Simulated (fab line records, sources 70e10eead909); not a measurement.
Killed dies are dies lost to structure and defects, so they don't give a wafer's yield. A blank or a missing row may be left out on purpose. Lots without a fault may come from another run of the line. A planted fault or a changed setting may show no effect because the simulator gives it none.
fab line records | flow nand_harc
record lots=13 wafers=39 last_day=33
route steps=1302 shown A_BONDPAD@1231 THIN_TSV@1264 END@1302
lots that met no fault: from a run of the same line without faults
start_h: hours from the record's first day to the start of the lot's first wafer shown | wait_h: hours since the lot's step before | " the same as in the row above | L1.1+2: a row that stands for several wafers | - no value, or no start given | * or withheld: withheld | < > ~ a bound
route shown NAME@n: a module of which the file shows steps, and the number in the route of the first | usual: mean/standard deviation of fault-free wafers | same: alike in all rows | chamber/n: place in a boat | sites: the reading at each site | _std_site: their standard deviation | _edge_site: outer sites' mean less inner sites' | radius_mm: how far each site lies from the wafer's centre | mask NAME#n: copy n | behind: the tool/chamber that last shaped the wafer | hold: why the lot was held/for how many hours/how that ended | device: the transistor (n, p or np) that didn't switch | end of line: the same wafers' tests at the end of the route | a step without rows: its recipe alone | killed: dies lost to structure and defects at the first sort, not the wafer's yield | map: a wafer's dies, x killed, . not, _ none there
set.NAME: the setting as run; set.NAME@STEP: as run at that earlier step | model.NAME: the simulator's own value behind a step, which no gauge read
steps of the route over a sample of lots; a table a step, a row a wafer
services: from which hour (start_h, from the record's first day; less than 0 if before it) a tool's chamber was out of use, for how many hours, and why
## steps
# step NHARC_A_BONDPAD_CMP_19
# recipe t_overpolish_s=30 cu_recess_touch_s=16 target_thk_nm=169.82
# usual motor_current_A=11.6/1.2 overpolish_run_s=30.000/0.0088 pad_life_wafers=200/90 retaining_ring_pressure_frac=1.000/0.0054
# same t_overpolish_s=30
# columns lot.wafer tool chamber start_h wait_h motor_current_A overpolish_run_s pad_life_wafers retaining_ring_pressure_frac
L807.4 cmp-03 0 523.06 - 12.4 29.995 276 0.997
L807.1 " 2 " " 11.9 29.978 278 1.000
L807.3 " 3 " " 11.9 30.002 279 1.002
L810.1 cmp-01 3 552.40 - 9.7 29.999 300 1.006
L810.2 " 1 " " 10.4 29.991 302 0.997
L810.3 " 2 " " 11.0 30.005 303 1.002
L809.2 cmp-01 2 558.61 - 11.4 29.981 331 0.995
L809.4 " 3 " " 10.1 29.994 332 1.006
L809.5 " 2 " " 11.3 29.981 - 0.994
L811.4 cmp-02 1 571.96 - 10.3 30.009 132 1.001
L811.6 " 1 " " 10.2 30.006 - 0.997
L811.5 " 2 " " 13.4 29.999 - 1.003
L812.4 cmp-01 0 590.17 - 11.6 30.001 20 1.003
L812.1 " 1 " " 10.1 29.997 21 0.998
L812.6 " 3 " " 9.9 30.002 - 0.995
L814.3 cmp-02 3 596.27 - 13.9 30.009 216 1.002
L814.4 " 1 " " 10.2 29.994 218 0.992
L814.5 " 3 " " 13.2 29.997 - 0.999
L813.1 cmp-01 1 601.26 - 10.1 30.005 61 0.995
L813.4 " 3 " " 10.5 29.997 63 1.001
L813.5 " 0 " " 11.2 30.011 - 1.006
L816.3 cmp-03 2 608.12 - 12.1 29.999 229 1.004
L816.6 " 1 " " 12.4 30.008 - 1.005
L816.5 " 2 " " 11.8 29.990 - 1.010
L815.4 cmp-03 0 611.44 - 12.5 30.000 242 0.999
L815.5 " 2 " " 11.7 29.996 - 1.010
L815.6 " 3 " " 12.2 30.006 - 1.004
L818.1 cmp-03 3 630.89 - 12.0 30.014 314 0.995
L818.6 " 1 " " 12.2 29.993 - 0.988
L818.5 " 2 " " 11.6 29.980 - 1.000
L823.2 cmp-03 1 690.58 - 11.5 29.982 163 1.003
L823.4 " 2 " " 12.1 29.993 164 0.995
L823.5 " 1 " " 11.8 30.011 - 0.999
L827.3 cmp-01 0 740.80 - 11.6 30.011 230 1.009
L827.4 " 1 " " 9.7 29.999 231 1.004
L827.5 " 2 " " 10.9 30.004 - 1.006
L828.4 cmp-01 0 748.28 - 12.1 29.995 254 1.001
L828.2 " 1 " " 9.8 30.006 255 1.000
L828.6 " 3 " " 10.3 30.003 - 0.993
# step NHARC_THIN_TSV_CD_MEAS_16
# usual cd_nm=999.0/1.5
# columns lot.wafer tool chamber start_h wait_h cd_nm
L807.1 cd_sem-02 - 538.98 0.1 1002.9
L807.3 " - " " 999.1
L807.4 " - " " 1001.3
L810.1 cd_sem-02 - 564.81 0.1 1000.5
L810.2 " - " " 998.5
L810.3 " - " " 998.3
L809.2 cd_sem-02 - 572.30 0.1 997.6
L809.4 " - " " 1002.9
L809.5 " - " " 1001.2
L811.4 cd_sem-03 - 585.52 0.1 998.5
L811.5 " - " " 998.9
L811.6 " - " " 998.7
L812.1 cd_sem-02 - 604.13 0.1 1000.0
L812.4 " - " " 996.6
L812.6 " - " " 997.9
L814.3 cd_sem-02 - 610.97 0.1 996.9
L814.4 " - " " 997.9
L814.5 " - " " 996.1
L813.1 cd_sem-02 - 615.39 0.1 998.2
L813.4 " - " " 998.5
L813.5 " - " " 998.3
L816.3 cd_sem-01 - 624.03 0.1 1002.0
L816.5 " - " " 1000.3
L816.6 " - " " 1000.0
L815.4 cd_sem-02 - 625.15 0.1 998.6
L815.5 " - " " 997.6
L815.6 " - " " 997.0
L818.1 cd_sem-02 - 644.47 0.1 1000.5
L818.5 " - " " 998.9
L818.6 " - " " 1001.8
L823.2 cd_sem-03 - 706.24 0.1 999.3
L823.4 " - " " 998.7
L823.5 " - " " 996.5
L827.3 cd_sem-01 - 757.09 0.1 997.4
L827.4 " - " " 999.9
L827.5 " - " " 998.5
L828.2 cd_sem-01 - 761.72 0.1 996.9
L828.4 " - " " 1001.2
L828.6 " - " " 997.3
# step NHARC_THIN_TSV_CD_MEAS_33
# recipe target_cd_nm=5000 landing_energy_ev=500
# usual cd_nm=5000.8/1.9
# columns lot.wafer tool chamber start_h wait_h cd_nm
L807.1 cd_sem-02 0 543.80 - 4998.3
L807.3 " 0 " " 4998.0
L807.4 " 0 " " 4998.4
L810.1 cd_sem-02 0 569.74 - 5001.5
L810.2 " 0 " " 4999.9
L810.3 " 0 " " 5002.4
L809.2 cd_sem-03 0 577.26 - 5003.6
L809.4 " 0 " " 5000.1
L809.5 " 0 " " 4998.2
L811.4 cd_sem-03 0 590.56 - 5003.9
L811.5 " 0 " " 5004.1
L811.6 " 0 " " 5003.4
L812.1 cd_sem-03 0 608.94 - 5001.1
L812.4 " 0 " " 4999.8
L812.6 " 0 " " 5000.9
L814.3 cd_sem-02 0 615.90 - 5002.2
L814.4 " 0 " " 5001.2
L814.5 " 0 " " 5002.3
L813.1 cd_sem-01 0 620.21 - 4999.1
L813.4 " 0 " " 4998.5
L813.5 " 0 " " 4996.0
L816.3 cd_sem-02 0 629.13 - 4997.6
L816.5 " 0 " " 4999.1
L816.6 " 0 " " 5000.5
L815.4 cd_sem-03 0 630.15 - 4999.5
L815.5 " 0 " " 5002.9
L815.6 " 0 " " 5000.8
L818.1 cd_sem-03 0 649.40 - 5001.2
L818.5 " 0 " " 5000.3
L818.6 " 0 " " 5001.4
L823.2 cd_sem-01 0 711.20 - 5000.6
L823.4 " 0 " " 5000.2
L823.5 " 0 " " 5000.6
L827.3 cd_sem-01 0 762.00 - 4999.3
L827.4 " 0 " " 5000.3
L827.5 " 0 " " 4999.6
L828.2 cd_sem-02 0 766.72 - 4997.6
L828.4 " 0 " " 4999.7
L828.6 " 0 " " 5001.0
# step NHARC_THIN_TSV_ETCH_36
# recipe target_depth_a=650 over_etch_frac=0.3 time_s=18.571 ion_energy_ev=150 chemistry=Cl2/BCl3
# usual drypump_motor_current_A=6.1/0.57 oes_product_au=1.000/0.009 run_length_s=39.6/0.4
# same over_etch_frac=0.3
# columns lot.wafer tool chamber start_h wait_h drypump_motor_current_A oes_product_au rf_hours_counter_h run_length_s
L807.1 rie_metal-02 0 544.35 0.2 6.4 1.018 2.2 38.8
L807.4 " 1 " " 6.7 1.001 - 39.5
L807.3 " 0 " " 6.4 1.030 - 38.9
L810.2 rie_metal-02 0 570.29 0.2 6.4 1.023 2.4 39.3
L810.1 " 1 " " 6.7 0.994 2.4 39.5
L810.3 " 1 " " 6.7 1.003 - 40.2
L809.2 rie_metal-02 1 577.81 0.2 6.7 0.996 2.6 39.5
L809.4 " 0 " " 6.4 1.006 - 39.1
L809.5 " 0 " " 6.4 1.001 - 38.8
L811.4 rie_metal-01 0 591.12 0.1 5.3 1.002 - 40.0
L811.6 " 1 " " 6.4 1.003 - 39.5
L811.5 " 0 " " 5.3 1.002 - 39.8
L812.1 rie_metal-03 0 609.49 0.2 5.4 0.986 1.1 39.9
L812.4 " 0 " " 5.4 0.989 - 40.2
L812.6 " 0 " " 5.3 0.986 - 39.9
L814.3 rie_metal-02 1 616.46 0.1 6.7 1.000 - 39.8
L814.4 " 0 " " 6.4 1.001 - 39.2
L814.5 " 0 " " 6.4 1.002 - 39.3
L813.1 rie_metal-01 0 620.76 0.2 5.3 0.994 0.7 39.8
L813.4 " 1 " " 6.4 1.001 - 39.8
L813.5 " 0 " " 5.3 1.000 - 39.6
L816.3 rie_metal-02 0 629.68 0.1 6.4 1.000 - 38.9
L816.6 " 0 " " 6.4 1.007 - 38.9
L816.5 " 1 " " 6.7 1.002 - 39.6
L815.4 rie_metal-01 0 630.70 0.2 5.3 1.000 - 39.5
L815.5 " 0 " " 5.3 0.988 - 39.7
L815.6 " 1 " " 6.5 1.002 - 39.8
L818.1 rie_metal-03 0 649.95 0.2 5.3 0.998 1.7 40.1
L818.6 " 0 " " 5.3 0.984 - 40.1
L818.5 " 1 " " 5.2 0.980 - 39.6
L823.2 rie_metal-01 1 711.75 0.2 6.4 0.991 2.4 39.8
L823.4 " 1 " " 6.4 0.997 - 40.0
L823.5 " 1 " " 6.4 1.004 - 39.7
L827.4 rie_metal-02 1 762.56 0.1 6.7 1.004 - 40.0
L827.3 " 0 " " 6.4 0.998 - 34.1
L827.5 " 1 " " 6.7 0.990 - 39.8
L828.2 rie_metal-02 1 767.27 0.2 6.7 1.005 2.4 39.7
L828.4 " 1 " " 6.7 1.012 - 39.5
L828.6 " 0 " " 6.4 1.014 - 34.0
# step NHARC_END_SORT_01
# recipe temp_c=25
# usual defect_limited_yield=91.4/2.5 killed_at_array=54/17 killed_at_other=1.0/1.4 killed_at_periphery=3.6/2.1 killed_dies=58/17 killed_open=3.2/2 killed_short=2.5/1.5
# same gross_dies=677
# columns lot.wafer tool chamber start_h wait_h defect_limited_yield[%] killed_at_array killed_at_other killed_at_periphery killed_dies killed_open killed_short
L810.1 prober-01 0 578.88 2.5 92.6 47 0 3 50 5 2
L810.2 prober-01 0 579.69 2.8 95.3 29 0 3 32 1 4
L810.3 prober-01 0 580.50 3.1 92.3 45 0 7 52 2 2
L811.4 prober-02 0 603.12 3.4 94.1 31 5 4 40 2 1
L811.5 prober-02 0 603.92 3.7 91.1 51 4 5 60 5 2
L811.6 prober-02 0 604.72 4.0 94.2 31 3 5 39 2 2
L812.1 prober-01 0 617.98 2.5 94.1 38 1 1 40 0 3
L812.4 prober-01 0 620.38 3.4 91.7 54 1 1 56 2 2
L812.6 prober-01 0 621.98 4.0 94.1 39 0 1 40 3 1
L814.3 prober-02 0 626.53 3.1 92.2 48 3 2 53 3 1
L814.4 prober-02 0 627.31 3.4 92.0 50 0 4 54 5 5
L814.5 prober-02 0 628.10 3.6 94.2 36 0 3 39 3 6
L813.1 prober-01 0 629.66 2.5 90.3 61 1 4 66 3 3
L813.4 prober-01 0 632.04 3.4 87.4 83 1 1 85 3 2
L813.5 prober-01 0 632.84 3.7 86.4 86 3 3 92 2 2
L815.4 prober-01 0 640.65 3.4 91.9 52 0 3 55 3 4
L815.5 prober-01 0 641.45 3.7 91.6 54 0 3 57 4 4
L815.6 prober-01 0 642.25 4.0 93.6 40 0 3 43 3 2
# killed by level:class
L810.1 A_CHANNEL_HOLE_D2:chamber_film_flake=31 A_CHANNEL_HOLE_D1:chamber_film_flake=3 A_ONON_D1:geometric_particle:open=2 P_M0:chamber_film_flake=2 A_CONTACT:chamber_film_flake=2 A_CHANNEL_FILL_D2:chamber_film_flake=2 P_CONTACT:geometric_particle:open=1 A_DECK1_JOINT:geometric_particle:open=1
L810.2 A_CHANNEL_HOLE_D2:chamber_film_flake=10 A_CONTACT:chamber_film_flake=6 A_CHANNEL_HOLE_D1:chamber_film_flake=5 P_M0:chamber_film_flake=2 A_CHANNEL_HOLE_D1:geometric_particle:short=1 A_CHANNEL_FILL_D2:geometric_particle:short=1 A_WL_FILL:geometric_particle:short=1 A_WL_FILL:geometric_particle:open=1
L810.3 A_CHANNEL_HOLE_D2:chamber_film_flake=30 A_CONTACT:chamber_film_flake=6 P_M0:chamber_film_flake=5 A_CHANNEL_HOLE_D1:chamber_film_flake=2 A_CHANNEL_FILL_D1:chamber_film_flake=2 P_CONTACT:geometric_particle:open=1 A_ONON_D1:geometric_particle:open=1 A_CHANNEL_FILL_D2:geometric_particle:short=1
L811.4 A_CHANNEL_HOLE_D2:chamber_film_flake=11 A_STAIRCASE:chamber_film_flake=8 THIN_TSV:chamber_film_flake=5 A_CHANNEL_HOLE_D1:chamber_film_flake=3 P_ZERO_WELL:chamber_film_flake=2 A_CHANNEL_FILL_D1:chamber_film_flake=2 A_DECK1_JOINT:chamber_film_flake=2 A_CONTACT:chamber_film_flake=2
L811.5 A_CHANNEL_HOLE_D2:chamber_film_flake=34 A_STAIRCASE:chamber_film_flake=5 THIN_TSV:chamber_film_flake=4 A_CONTACT:chamber_film_flake=3 P_CONTACT:geometric_particle:open=2 A_DECK1_JOINT:chamber_film_flake=2 A_CHANNEL_FILL_D2:chamber_film_flake=2 P_CONTACT:geometric_particle:short=1
L811.6 A_CHANNEL_HOLE_D2:chamber_film_flake=9 A_CHANNEL_FILL_D2:chamber_film_flake=5 A_STAIRCASE:chamber_film_flake=3 THIN_TSV:chamber_film_flake=3 P_ZERO_WELL:chamber_film_flake=2 P_GATE:chamber_film_flake=2 A_CHANNEL_HOLE_D1:chamber_film_flake=2 A_M0:chamber_film_flake=2
L812.1 A_SLIT:chamber_film_flake=21 A_CHANNEL_HOLE_D2:chamber_film_flake=7 A_CONTACT:chamber_film_flake=4 A_CHANNEL_HOLE_D2:geometric_particle:short=2 P_STI:geometric_particle:short=1 A_ZERO_WELL:chamber_film_flake=1 A_CHANNEL_HOLE_D1:chamber_film_flake=1 A_STAIRCASE:chamber_film_flake=1
L812.4 A_SLIT:chamber_film_flake=36 A_ZERO_WELL:chamber_film_flake=4 A_CHANNEL_HOLE_D2:chamber_film_flake=4 A_CHANNEL_HOLE_D1:chamber_film_flake=3 A_STAIRCASE:chamber_film_flake=2 A_ONON_D1:geometric_particle:short=1 A_CHANNEL_FILL_D1:geometric_particle:open=1 A_BLC:geometric_particle:open=1
L812.6 A_SLIT:chamber_film_flake=28 A_CHANNEL_HOLE_D2:chamber_film_flake=4 A_STAIRCASE:chamber_film_flake=2 P_CONTACT:geometric_particle:open=1 A_ONON_D2:geometric_particle:short=1 A_ONON_D2:geometric_particle:open=1 A_M0:geometric_particle:open=1 A_ZERO_WELL:chamber_film_flake=1
L814.3 A_CHANNEL_HOLE_D1:chamber_film_flake=27 A_CHANNEL_HOLE_D2:chamber_film_flake=9 THIN_TSV:chamber_film_flake=3 A_CHANNEL_FILL_D1:chamber_film_flake=2 A_DECK1_JOINT:chamber_film_flake=2 A_WL_FILL:chamber_film_flake=2 A_CONTACT:chamber_film_flake=2 P_GATE:geometric_particle:open=1
L814.4 A_CHANNEL_HOLE_D1:chamber_film_flake=16 A_CHANNEL_HOLE_D2:chamber_film_flake=13 A_CONTACT:chamber_film_flake=6 A_DECK1_JOINT:geometric_particle:open=2 A_CHANNEL_FILL_D2:geometric_particle:open=2 P_STI:chamber_film_flake=2 A_DECK1_JOINT:chamber_film_flake=2 A_WL_FILL:chamber_film_flake=2
L814.5 A_CHANNEL_HOLE_D1:chamber_film_flake=11 A_CHANNEL_HOLE_D2:chamber_film_flake=11 A_STAIRCASE:chamber_film_flake=4 A_ONON_D1:geometric_particle:short=2 A_ONON_D2:geometric_particle:short=2 A_ONON_D2:geometric_particle:open=2 P_GATE:geometric_particle:short=1 P_M0:geometric_particle:open=1
L813.1 A_SLIT:chamber_film_flake=30 A_CHANNEL_HOLE_D2:chamber_film_flake=14 A_CHANNEL_FILL_D1:chamber_film_flake=4 A_CONTACT:chamber_film_flake=4 A_CHANNEL_HOLE_D1:chamber_film_flake=3 P_M0:geometric_particle:open=2 P_M1:geometric_particle:short=2 A_ONON_D1:geometric_particle:short=1
L813.4 A_SLIT:chamber_film_flake=29 A_CHANNEL_HOLE_D2:chamber_film_flake=23 A_CHANNEL_HOLE_D1:chamber_film_flake=19 A_CHANNEL_FILL_D1:chamber_film_flake=3 A_DECK1_JOINT:chamber_film_flake=2 P_CONTACT:geometric_particle:open=1 A_ONON_D1:geometric_particle:short=1 A_CHANNEL_HOLE_D2:geometric_particle:short=1
L813.5 A_CHANNEL_HOLE_D1:chamber_film_flake=33 A_SLIT:chamber_film_flake=30 A_CHANNEL_HOLE_D2:chamber_film_flake=14 THIN_TSV:chamber_film_flake=3 A_ZERO_WELL:chamber_film_flake=2 A_SGD_CUT:chamber_film_flake=2 P_STI:geometric_particle:short=1 P_CONTACT:geometric_particle:open=1
L815.4 A_SLIT:chamber_film_flake=28 A_CHANNEL_HOLE_D2:chamber_film_flake=11 A_CHANNEL_HOLE_D1:chamber_film_flake=3 A_CONTACT:chamber_film_flake=3 A_ONON_D2:geometric_particle:short=2 A_STAIRCASE:chamber_film_flake=2 P_CONTACT:geometric_particle:open=1 P_M0:geometric_particle:short=1
L815.5 A_SLIT:chamber_film_flake=31 A_CHANNEL_HOLE_D2:chamber_film_flake=8 A_CHANNEL_HOLE_D1:chamber_film_flake=7 A_DECK1_JOINT:geometric_particle:open=2 A_WL_FILL:geometric_particle:short=2 A_ZERO_WELL:chamber_film_flake=2 P_GATE:geometric_particle:open=1 P_CONTACT:geometric_particle:open=1
L815.6 A_SLIT:chamber_film_flake=29 A_CHANNEL_HOLE_D2:chamber_film_flake=4 A_CONTACT:chamber_film_flake=3 A_M0:geometric_particle:open=2 P_M0:geometric_particle:open=1 P_M1:geometric_particle:short=1 A_ONON_D1:geometric_particle:short=1 P_M2:chamber_film_flake=1
## services
# columns tool chamber start_h hours kind
cmp-02 - 508.85 0.4 repair
rie_metal-01 0 515.31 3.6 repair
rie_metal-03 - 519.00 9.0 pm
cmp-02 - 526.50 4.0 pm
cmp-02 - 548.00 3.4 repair
cmp-03 - 554.06 4.0 pm
rie_metal-01 - 575.00 9.0 pm
cmp-01 - 581.77 4.0 pm
cmp-02 - 589.14 1.9 repair
cmp-01 - 592.92 0.5 repair
cmp-01 - 614.54 3.2 repair
rie_metal-03 1 616.66 3.3 repair
cmp-03 - 627.22 2.7 repair
rie_metal-02 - 631.02 9.0 pm
cmp-03 - 632.49 1.3 repair
cmp-03 - 652.06 4.0 pm
rie_metal-01 0 657.85 3.8 repair
rie_metal-02 1 662.72 2.5 repair
cmp-01 - 679.80 4.0 pm
cmp-01 - 687.98 1.6 repair
cmp-03 - 693.87 5.0 repair
cmp-03 - 731.34 0.3 repair
cmp-03 - 750.06 4.0 pm
rie_metal-01 - 752.00 9.0 pm
## key
first_sign step=NHARC_THIN_TSV_ETCH_36 reading=run_length_s direction=down sigmas=14 usual=* struck=*
effect none on later readings
met_at NHARC_THIN_TSV_ETCH_36
struck_lots L827,L828
struck_wafers L827.3,L828.6
not_acting_at NHARC_A_BONDPAD_CMP_19,NHARC_THIN_TSV_CD_MEAS_16,NHARC_THIN_TSV_CD_MEAS_33
onset_between 629.68 762.56
fault kind=process_parameter_drift tool=rie_metal-02 chamber=0 onset_h=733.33 steps=NHARC_THIN_TSV_ETCH_36 channel=time_s offset=* shape=step end_h=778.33 acts_in=* stated=*
